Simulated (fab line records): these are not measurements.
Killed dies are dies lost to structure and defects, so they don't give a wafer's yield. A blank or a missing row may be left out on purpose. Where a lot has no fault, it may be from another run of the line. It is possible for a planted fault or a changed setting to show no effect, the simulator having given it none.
Which tool did it? + flow nand_harc + 18 wafers from 6 lots sampled at 3 of the route's 1159 steps

## WHAT EACH GAUGE READ, for each wafer
NHARC_A_CHANNEL_HOLE_D1_CD_MEAS_30.
| lot  | measured     | on        | cd_nm (nm)     |
|------|--------------|-----------|----------------|
| L705 | day 8 22:27  | cd_sem-01 | 89.3 89.2 90.5 |
| L706 | day 9 04:34  | cd_sem-01 | 89.3 91.2 89.5 |
| L708 | day 9 09:33  | cd_sem-03 | 90.3 91.2 90.5 |
| L715 | day 11 16:58 | cd_sem-01 | 91.3 91.3 91.8 |
| L717 | day 11 21:07 | cd_sem-03 | 90.1 90.4 90.7 |
| L724 | day 13 14:59 | cd_sem-01 | 91.0 90.8 91.4 |

## EACH LOT AND THE TOOL THAT RAN IT (in order: tool; ch and the chambers of the sampled wafers; start)
| lot  | NHARC_A_CHANNEL_HOLE_D1_ETCH_21  | NHARC_A_CHANNEL_HOLE_D1_ETCH_26  |
|------|----------------------------------|----------------------------------|
| L705 | har_etch-01 ch 0,1, day 8 17:22  | har_etch-01 ch 0,1, day 8 20:43  |
| L706 | har_etch-01 ch 0,1, day 8 23:29  | har_etch-01 ch 0,1, day 9 02:49  |
| L708 | har_etch-01 ch 0,1, day 9 04:23  | har_etch-01 ch 0,1, day 9 07:44  |
| L715 | har_etch-01 ch 0,1, day 11 11:52 | har_etch-01 ch 0,1, day 11 15:12 |
| L717 | har_etch-01 ch 1, day 11 16:01   | har_etch-01 ch 1, day 11 19:22   |
| L724 | har_etch-02 ch 0,1, day 13 09:48 | har_etch-02 ch 0,1, day 13 13:08 |
- NHARC_A_CHANNEL_HOLE_D1_ETCH_21: etches the open film in C4F8/O2/Ar, time 514.3 s, target depth 1600 nm.
- NHARC_A_CHANNEL_HOLE_D1_ETCH_26: etches the open film in C4F8/O2/Ar, time 224.1 s, target depth 300 nm.

## THE ANSWER, worked out from the rows above alone
Rule: what is usual is taken from the lots themselves. Put in order of their means at a reading, lots are off if they are a third of the lots or fewer, leave a main group of 4 or more, and stand apart from it by a gap of 3 or more times the standard deviation of the main group's means; of several such gaps the widest counts. A main group whose means are all the same, to the digits that the tables above print for the reading, isn't used. Also off: a lot with no number at a reading for which 4 or more lots have one. All remaining lots with rows at the step are treated as sound.
Nothing can be told from this: no lot is off at any reading shown.

## WHAT THE SIMULATOR HAD PUT IN
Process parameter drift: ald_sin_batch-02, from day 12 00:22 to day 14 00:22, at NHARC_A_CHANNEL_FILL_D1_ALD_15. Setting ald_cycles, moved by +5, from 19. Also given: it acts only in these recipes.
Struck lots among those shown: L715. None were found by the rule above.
